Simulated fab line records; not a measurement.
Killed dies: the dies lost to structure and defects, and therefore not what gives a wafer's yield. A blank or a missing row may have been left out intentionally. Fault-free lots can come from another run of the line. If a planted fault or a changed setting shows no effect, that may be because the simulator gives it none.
The tool behind it: which one? / flow nand-harc / 13 lots, 39 wafers sampled, at 5 steps of a route of 1302

== WHAT THE GAUGES READ, wafer by wafer ==
NHARC_END_SORT_01.
lot=L112; measured=day 29 09:18; on=prober-02; killed-at-array=137 50 59; killed-at-other=0 0 0; killed-at-periphery=2 4 6; killed-dies=139 54 65; killed-open=2 2 3; killed-short=0 0 3
lot=L113; measured=day 30 13:02; on=prober-01; killed-at-array=42 114 40; killed-at-other=0 1 0; killed-at-periphery=1 3 1; killed-dies=43 118 41; killed-open=2 5 1; killed-short=2 1 2

== WHICH TOOL RAN EACH LOT (tool, then ch and the chambers of the sampled wafers, then the start) ==
lot=L103; NHARC_A_STAIRCASE_PRECLEAN_240=wet-bench-06 ch 3,6,7, day 17 02:06; NHARC_THIN_TSV_ETCH_15=rie-si-06 ch 0,2,3, day 24 14:37; NHARC_THIN_TSV_ETCHBACK_48=rie-diel-10 ch 0,1,3, day 24 16:01; NHARC_THIN_TSV_PVD_51=pvd-sputter-01, no start
lot=L102; NHARC_A_STAIRCASE_PRECLEAN_240=wet-bench-02 ch 0,4,7, day 17 02:22; NHARC_THIN_TSV_ETCH_15=rie-si-03 ch 1,3, day 24 15:57; NHARC_THIN_TSV_ETCHBACK_48=rie-diel-07 ch 0,1, day 24 17:21; NHARC_THIN_TSV_PVD_51=pvd-sputter-03, no start
lot=L104; NHARC_A_STAIRCASE_PRECLEAN_240=wet-bench-02 ch 0,2,7, day 18 03:43; NHARC_THIN_TSV_ETCH_15=rie-si-06 ch 1,2,3, day 25 08:07; NHARC_THIN_TSV_ETCHBACK_48=rie-diel-07 ch 0,1, day 25 09:32; NHARC_THIN_TSV_PVD_51=pvd-sputter-03, no start
lot=L106; NHARC_A_STAIRCASE_PRECLEAN_240=wet-bench-06 ch 0,1,2, day 18 23:07; NHARC_THIN_TSV_ETCH_15=rie-si-03 ch 0,2,3, day 26 19:53; NHARC_THIN_TSV_ETCHBACK_48=rie-diel-07 ch 0,2,3, day 26 21:19; NHARC_THIN_TSV_PVD_51=pvd-sputter-01, no start
lot=L112; NHARC_A_STAIRCASE_PRECLEAN_240=wet-bench-02 ch 0,1,6, day 21 01:56; NHARC_THIN_TSV_ETCH_15=rie-si-04 ch 0,1,3, day 28 14:37; NHARC_THIN_TSV_ETCHBACK_48=rie-diel-11 ch 1,2,3, day 28 16:05; NHARC_THIN_TSV_PVD_51=pvd-sputter-03, day 29 09:18 or earlier
lot=L113; NHARC_A_STAIRCASE_PRECLEAN_240=wet-bench-02 ch 4,5,6, day 22 07:29; NHARC_THIN_TSV_ETCH_15=rie-si-06 ch 1,2, day 30 00:04; NHARC_THIN_TSV_ETCHBACK_48=rie-diel-07 ch 0,3, day 30 01:28; NHARC_THIN_TSV_PVD_51=pvd-sputter-03, day 30 13:02 or earlier
lot=L115; NHARC_A_STAIRCASE_PRECLEAN_240=wet-bench-01 ch 0,3,6, day 22 12:13; NHARC_THIN_TSV_ETCH_15=rie-si-03 ch 2,3, day 30 01:07; NHARC_THIN_TSV_ETCHBACK_48=rie-diel-07 ch 0,1,2, day 30 02:36; NHARC_THIN_TSV_PVD_51=pvd-sputter-03, no start
lot=L116; NHARC_A_STAIRCASE_PRECLEAN_240=wet-bench-06 ch 1,4,5, day 22 20:43; NHARC_THIN_TSV_ETCH_15=rie-si-04 ch 0,1, day 30 20:37; NHARC_THIN_TSV_ETCHBACK_48=rie-diel-11 ch 0,3, day 30 22:02; NHARC_THIN_TSV_PVD_51=pvd-sputter-01, no start
lot=L118; NHARC_A_STAIRCASE_PRECLEAN_240=wet-bench-01 ch 0,1,6, day 23 17:59; NHARC_THIN_TSV_ETCH_15=rie-si-04 ch 0,2,3, day 31 02:37; NHARC_THIN_TSV_ETCHBACK_48=rie-diel-10 ch 0,2,3, day 31 04:01; NHARC_THIN_TSV_PVD_51=pvd-sputter-03, no start
lot=L120; NHARC_A_STAIRCASE_PRECLEAN_240=wet-bench-01 ch 1,4,7, day 24 11:32; NHARC_THIN_TSV_ETCH_15=rie-si-03 ch 0,2, day 32 03:24; NHARC_THIN_TSV_ETCHBACK_48=rie-diel-11 ch 1,3, day 32 04:50; NHARC_THIN_TSV_PVD_51=pvd-sputter-03, no start
lot=L121; NHARC_A_STAIRCASE_PRECLEAN_240=wet-bench-06 ch 1,2,7, day 25 06:26; NHARC_THIN_TSV_ETCH_15=rie-si-03 ch 0,3, day 32 20:55; NHARC_THIN_TSV_ETCHBACK_48=rie-diel-11 ch 2,3, day 32 22:23; NHARC_THIN_TSV_PVD_51=pvd-sputter-03, no start
lot=L122; NHARC_A_STAIRCASE_PRECLEAN_240=wet-bench-06 ch 1,5,7, day 25 15:29; NHARC_THIN_TSV_ETCH_15=rie-si-03 ch 0,2,3, day 33 08:38; NHARC_THIN_TSV_ETCHBACK_48=rie-diel-07 ch 0,1,2, day 33 10:02; NHARC_THIN_TSV_PVD_51=pvd-sputter-03, no start
lot=L123; NHARC_A_STAIRCASE_PRECLEAN_240=wet-bench-02 ch 1,5,6, day 25 16:12; NHARC_THIN_TSV_ETCH_15=rie-si-03 ch 0,2,3, day 34 00:16; NHARC_THIN_TSV_ETCHBACK_48=rie-diel-07 ch 2,3, day 34 01:41; NHARC_THIN_TSV_PVD_51=pvd-sputter-03, no start
- NHARC_A_STAIRCASE_PRECLEAN_240: cleans in SC1.
- NHARC_THIN_TSV_ETCH_15: target depth 3000 nm, bosch target overetch cycles 2, bosch etch step 2.8 s.
- NHARC_THIN_TSV_ETCHBACK_48: etches the open film in C4F8/Ar, target depth 1028.5 nm, time 405.17 s.
- NHARC_THIN_TSV_PVD_51: deposits Cu, target thk 100 nm.

== WHAT THE TOOLS THEMSELVES READ (means of the sampled wafers that have a number; where no wafer has one, the mark that the record gives instead) ==
NHARC_A_STAIRCASE_PRECLEAN_240.
lot=L103 tool=wet-bench-06 h2o2-flow-mL-min=56.64
lot=L102 tool=wet-bench-02 h2o2-flow-mL-min=56.60
lot=L104 tool=wet-bench-02 h2o2-flow-mL-min=56.62
lot=L106 tool=wet-bench-06 h2o2-flow-mL-min=56.49
lot=L112 tool=wet-bench-02 h2o2-flow-mL-min=56.54
lot=L113 tool=wet-bench-02 h2o2-flow-mL-min=56.65
lot=L115 tool=wet-bench-01 h2o2-flow-mL-min=56.62
lot=L116 tool=wet-bench-06 h2o2-flow-mL-min=56.59
lot=L118 tool=wet-bench-01 h2o2-flow-mL-min=56.72
lot=L120 tool=wet-bench-01 h2o2-flow-mL-min=56.34
lot=L121 tool=wet-bench-06 h2o2-flow-mL-min=56.67
lot=L122 tool=wet-bench-06 h2o2-flow-mL-min=56.73
lot=L123 tool=wet-bench-02 h2o2-flow-mL-min=56.62

NHARC_THIN_TSV_ETCH_15.
lot=L103; tool=rie-si-06; drypump-motor-current-A (A)=5.8
lot=L102; tool=rie-si-03; drypump-motor-current-A (A)=5.8
lot=L104; tool=rie-si-06; drypump-motor-current-A (A)=5.9
lot=L106; tool=rie-si-03; drypump-motor-current-A (A)=5.8
lot=L112; tool=rie-si-04; drypump-motor-current-A (A)=5.3
lot=L113; tool=rie-si-06; drypump-motor-current-A (A)=6.0
lot=L115; tool=rie-si-03; drypump-motor-current-A (A)=5.6
lot=L116; tool=rie-si-04; drypump-motor-current-A (A)=5.1
lot=L118; tool=rie-si-04; drypump-motor-current-A (A)=5.6
lot=L120; tool=rie-si-03; drypump-motor-current-A (A)=5.7
lot=L121; tool=rie-si-03; drypump-motor-current-A (A)=6.0
lot=L122; tool=rie-si-03; drypump-motor-current-A (A)=5.8
lot=L123; tool=rie-si-03; drypump-motor-current-A (A)=5.8

NHARC_THIN_TSV_ETCHBACK_48.
lot=L103; tool=rie-diel-10; oes-product-au (a.u.)=0.92; rf-fwd-power-W (W)=599.7; rf-vpp-V (V)=545.0
lot=L102; tool=rie-diel-07; oes-product-au (a.u.)=0.96; rf-fwd-power-W (W)=600.5; rf-vpp-V (V)=543.0
lot=L104; tool=rie-diel-07; oes-product-au (a.u.)=0.97; rf-fwd-power-W (W)=599.9; rf-vpp-V (V)=543.7
lot=L106; tool=rie-diel-07; oes-product-au (a.u.)=0.93; rf-fwd-power-W (W)=599.9; rf-vpp-V (V)=545.2
lot=L112; tool=rie-diel-11; oes-product-au (a.u.)=0.95; rf-fwd-power-W (W)=599.7; rf-vpp-V (V)=547.1
lot=L113; tool=rie-diel-07; oes-product-au (a.u.)=0.97; rf-fwd-power-W (W)=600.8; rf-vpp-V (V)=543.9
lot=L115; tool=rie-diel-07; oes-product-au (a.u.)=1.00; rf-fwd-power-W (W)=599.6; rf-vpp-V (V)=545.9
lot=L116; tool=rie-diel-11; oes-product-au (a.u.)=0.92; rf-fwd-power-W (W)=597.4; rf-vpp-V (V)=545.1
lot=L118; tool=rie-diel-10; oes-product-au (a.u.)=0.92; rf-fwd-power-W (W)=599.4; rf-vpp-V (V)=546.5
lot=L120; tool=rie-diel-11; oes-product-au (a.u.)=0.93; rf-fwd-power-W (W)=600.2; rf-vpp-V (V)=548.0
lot=L121; tool=rie-diel-11; oes-product-au (a.u.)=0.94; rf-fwd-power-W (W)=600.3; rf-vpp-V (V)=546.1
lot=L122; tool=rie-diel-07; oes-product-au (a.u.)=0.94; rf-fwd-power-W (W)=598.9; rf-vpp-V (V)=545.5
lot=L123; tool=rie-diel-07; oes-product-au (a.u.)=0.94; rf-fwd-power-W (W)=598.3; rf-vpp-V (V)=544.2

NHARC_THIN_TSV_PVD_51.
lot=L103; tool=pvd-sputter-01; throttle-valve-pct (%)=30.5
lot=L102; tool=pvd-sputter-03; throttle-valve-pct (%)=29.9
lot=L104; tool=pvd-sputter-03; throttle-valve-pct (%)=29.7
lot=L106; tool=pvd-sputter-01; throttle-valve-pct (%)=30.5
lot=L112; tool=pvd-sputter-03; throttle-valve-pct (%)=29.3
lot=L113; tool=pvd-sputter-03; throttle-valve-pct (%)=29.6
lot=L115; tool=pvd-sputter-03; throttle-valve-pct (%)=29.6
lot=L116; tool=pvd-sputter-01; throttle-valve-pct (%)=30.9
lot=L118; tool=pvd-sputter-03; throttle-valve-pct (%)=29.4
lot=L120; tool=pvd-sputter-03; throttle-valve-pct (%)=29.2
lot=L121; tool=pvd-sputter-03; throttle-valve-pct (%)=29.3
lot=L122; tool=pvd-sputter-03; throttle-valve-pct (%)=29.2
lot=L123; tool=pvd-sputter-03; throttle-valve-pct (%)=29.2

== THE ANSWER, worked out from the rows above alone ==
Rule: the lots themselves supply what counts as usual. Put in order of their means at a reading, lots are off if they are a third of the lots or fewer, leave a main group of 4 or more, and stand apart from it by a gap of 3 or more times the standard deviation of the main group's means; of several such gaps the widest counts. Not used: any main group whose means are identical at the precision the tables above print for the reading. A lot without any number at a reading at which 4 lots or more have one is off too. Where the step has rows for the other lots, those lots are counted as sound. After the gauges, taken in route order, come the tools' own readings; for these a lot's mean is taken, as printed above. The first step at which some lot is off is used, and at that step the reading that is off furthest; a lot without a number counts as furthest.
None of the lots is off at any reading shown; this tells nothing.

== WHAT HAD BEEN PUT IN BY THE SIMULATOR ==
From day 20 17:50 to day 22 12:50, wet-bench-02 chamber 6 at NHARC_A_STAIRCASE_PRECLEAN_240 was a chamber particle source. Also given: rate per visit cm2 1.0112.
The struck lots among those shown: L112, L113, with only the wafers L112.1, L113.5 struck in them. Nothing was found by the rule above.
